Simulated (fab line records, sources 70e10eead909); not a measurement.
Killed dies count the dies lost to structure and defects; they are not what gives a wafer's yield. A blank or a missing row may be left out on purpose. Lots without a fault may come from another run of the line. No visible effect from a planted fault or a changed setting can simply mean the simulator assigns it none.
Chamber matching ; flow nand_harc ; NHARC_A_M1_STRIP_18 on rie_diel-09 has 4 sister chambers
The step strips in N2/H2. 14 wafers are shown with their chamber, then 7 later ones without.

## WAFERS WITH THEIR CHAMBER
wafer;chamber;showerhead_plenum_p_Torr (Torr);drypump_motor_current_A (A);rf_vpp_V (V)
L120.2;1;2.17;5.4;90.9
L120.5;2;2.04;5.1;89.3
L120.6;1;2.17;5.4;91.2
L137.3;0;2.20;5.7;91.7
L137.4;3;2.11;6.3;90.5
L137.6;2;2.04;5.1;90.6
L140.2;0;2.20;5.7;91.2
L140.3;3;2.11;6.3;91.8
L140.4;1;2.16;5.4;92.2
L138.2;1;2.16;5.4;91.1
L138.4;3;2.11;6.3;91.7
L138.5;3;2.11;6.2;91.1
L139.4;2;2.04;5.1;90.9
L139.5;3;2.11;6.2;90.9

SIGNATURES (means of the wafers above)
reading;chamber 0;chamber 1;chamber 2;chamber 3;scatter within a chamber
showerhead_plenum_p_Torr;2.2000;2.1650;2.0400;2.1100;0.00316
drypump_motor_current_A;5.700;5.400;5.100;6.260;0.0346
rf_vpp_V;91.450;91.350;90.267;91.200;0.615
Rule: for a wafer and a chamber, the distance is found by dividing, reading by reading, the gap between the wafer's reading and the chamber's mean by the reading's scatter, squaring, summing and taking the root. If the next closest chamber is less than 2 further off than the closest, the wafer can't be placed; otherwise it belongs to the closest. How the scatter is found: for the shown wafers, subtract from each reading the mean of its chamber, square and add these, divide the total by (wafers less chambers), then take the root.

## WAFERS WITHOUT THEIR CHAMBER
wafer;showerhead_plenum_p_Torr (Torr);drypump_motor_current_A (A);rf_vpp_V (V)
L139.6;2.04;5.1;91.1
L141.4;2.04;5.2;89.4
L141.5;2.11;6.2;92.3
L141.6;2.16;5.4;92.2
L142.3;2.11;6.3;91.4
L142.4;2.04;5.1;90.2
L142.5;2.19;5.7;93.7

## THE CHAMBER EACH PASSED THROUGH
wafer;from the rows above;in truth
L139.6;2;2
L141.4;2;2
L141.5;3;3
L141.6;1;1
L142.3;3;3
L142.4;2;2
L142.5;0;0
Placed correctly: 7 of 7. From these rows, 0 cannot be placed. Wrongly placed: 0.
